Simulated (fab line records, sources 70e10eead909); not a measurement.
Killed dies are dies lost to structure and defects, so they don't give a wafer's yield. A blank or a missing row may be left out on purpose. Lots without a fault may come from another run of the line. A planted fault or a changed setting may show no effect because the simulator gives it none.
A struck lot beside a sound one | flow nand_harc | 37 steps out of a route of 1302
Sound: wafers L898.3, L898.4, L898.6. Struck: wafers L903.1, L903.2, L903.3. The cause comes at the end.
At each step with rows: each side's tool, then ch and its chambers, then its first start. Under that, the readings that differ: sound wafers | struck wafers | difference of the means | sigmas: that difference in standard deviations of wafers without a fault.
alike: readings whose means differ by less than 2 such deviations, and words and numbers that are the same on both sides. not compared: withheld readings, readings that some wafer has no value for, bounds like >300 that may hide the same value, and numbers for which the record gives no deviation and whose values overlap.
The two part at a step that has a row with sigmas, a row that says differs or no value, or rows on one side only. Numbers that don't overlap but have no deviation are shown without sigmas and don't part them. A reading that every wafer of one side lacks parts them only if that side has two wafers or more.

first, 2 steps without rows for these wafers: NHARC_A_STAIRCASE_ETCH_453 (etches the open film in CF4/O2, target depth 30 nm, overetch 3 nm, time 16.5 s); NHARC_A_STAIRCASE_ETCH_315 (etches the open film in C4F8/O2/Ar, target depth 2500 nm, time 607.1 s).
NHARC_A_STAIRCASE_STRIP_316: strips in O2.
  sound on rie_diel-13 ch 0,1,2; struck on rie_diel-02 ch 0,1,3
  alike: drypump_motor_current_A, oes_product_au, rf_vpp_V, showerhead_plenum_p_Torr, throttle_valve_pct
  not compared: rf_hours_counter_h
then, 5 steps without rows for these wafers: NHARC_A_STAIRCASE_STRIP_317 (strips in SPM, time 900 s); NHARC_A_STAIRCASE_PRECLEAN_318 (cleans in SC1); NHARC_A_STAIRCASE_SRD_329; NHARC_A_STAIRCASE_ALD_415 (deposits SiO2, target thk 30 nm, pulse time 6 s, ald cycles 300); NHARC_A_STAIRCASE_ETCHBACK_416 (etches the open film in C4F8/O2/Ar, target depth 36 nm, time 7.2 s).
NHARC_A_STAIRCASE_STRIP_476: strips in O2, time 20 s.
  sound on rie_diel-13 ch 1,2,3, day 20 01:14; struck on rie_diel-02 ch 0,2,3, day 22 09:56
  alike: drypump_motor_current_A, oes_product_au, rf_vpp_V, showerhead_plenum_p_Torr, throttle_valve_pct
  not compared: rf_hours_counter_h
then, 2 steps without rows for these wafers: NHARC_A_STAIRCASE_DEP_417 (deposits Si3N4, target thk 60 nm); NHARC_A_STAIRCASE_WET_418 (chemistry H3PO4, target depth 20 nm).
NHARC_A_STAIRCASE_PRECLEAN_419: cleans in SC1.
  sound on wet_bench-06 ch 3,4,5, day 20 03:54; struck on wet_bench-06 ch 0,1,7, day 22 12:37
  alike: diw_flow_mL_min, nh4oh_flow_mL_min
then, 3 steps without rows for these wafers: NHARC_A_STAIRCASE_SRD_421; NHARC_A_STAIRCASE_ALD_420 (deposits SiO2, target thk 20 nm, pulse time 6 s, ald cycles 200); NHARC_A_STAIRCASE_CVD_552 (deposits SiNx, target thk 40 nm).
NHARC_A_STAIRCASE_DEP_151: deposits SiO2, target thk 7200 nm.
  sound on pecvd-02 ch 0,1, day 20 15:24; struck on pecvd-01 ch 0,1,2, day 22 21:46
  alike: heater_power_w, mfc_precursor_sccm
  not compared: since_wet_clean_h
then, 14 steps without rows for these wafers: NHARC_A_STAIRCASE_ANNEAL_320 (time 1800 s); NHARC_A_STAIRCASE_DEP_322 (deposits SiO2, target thk 7200 nm); NHARC_A_STAIRCASE_ANNEAL_323 (time 1800 s); NHARC_A_STAIRCASE_DEP_325 (deposits SiO2, target thk 7200 nm); NHARC_A_STAIRCASE_ANNEAL_326 (time 1800 s); NHARC_A_STAIRCASE_DEHYDRATE_433 (time 120 s); NHARC_A_STAIRCASE_HMDS_434 (time 30 s); NHARC_A_STAIRCASE_COAT_435; NHARC_A_STAIRCASE_SOFTBAKE_436 (time 170 s); NHARC_A_STAIRCASE_EBR_437; NHARC_A_STAIRCASE_EXPOSE_438 (exposes mask STAIR REV); NHARC_A_STAIRCASE_PEB_439 (peb time 130 s); NHARC_A_STAIRCASE_DEVELOP_440 (time 140 s); NHARC_A_STAIRCASE_HARDBAKE_442 (time 140 s).
NHARC_A_STAIRCASE_DESCUM_443: chemistry O2, time 3 s.
  sound on rie_diel-12 ch 2,3, day 22 00:48; struck on rie_diel-13 ch 0,2,3, day 23 23:52
  alike: drypump_motor_current_A, oes_product_au, rf_vpp_V, showerhead_plenum_p_Torr, throttle_valve_pct
  not compared: rf_hours_counter_h
then, 1 step without rows for these wafers: NHARC_A_STAIRCASE_ETCH_444 (etches the open film in C4F8/O2, target depth 20400 nm, time 6800 s).
NHARC_A_STAIRCASE_STRIP_446: strips in O2.
  sound on plasma_asher-02 ch 0,1, day 22 05:21; struck on plasma_asher-02 ch 0,1, day 24 04:24
  alike: drypump_motor_current_A, heater_power_w
  not compared: rf_hours_counter_h
then, 3 steps without rows for these wafers: NHARC_A_STAIRCASE_STRIP_447 (strips in SPM, time 900 s); NHARC_A_STAIRCASE_PRECLEAN_448 (cleans in SC1); NHARC_A_STAIRCASE_SRD_449.
-- the record jumps here: 5 days lie between the struck wafers' starts before and after (it left off in module A_STAIRCASE and takes up again in module END, whose first step shown is number 1302 of the route) --
NHARC_END_SORT_01:
  the record has rows for the struck wafers here (prober-01 ch 0, day 29 09:42) and none for the sound ones

WHERE THEY PART
Only at NHARC_END_SORT_01, within this record.

WHY: what the simulator had put in
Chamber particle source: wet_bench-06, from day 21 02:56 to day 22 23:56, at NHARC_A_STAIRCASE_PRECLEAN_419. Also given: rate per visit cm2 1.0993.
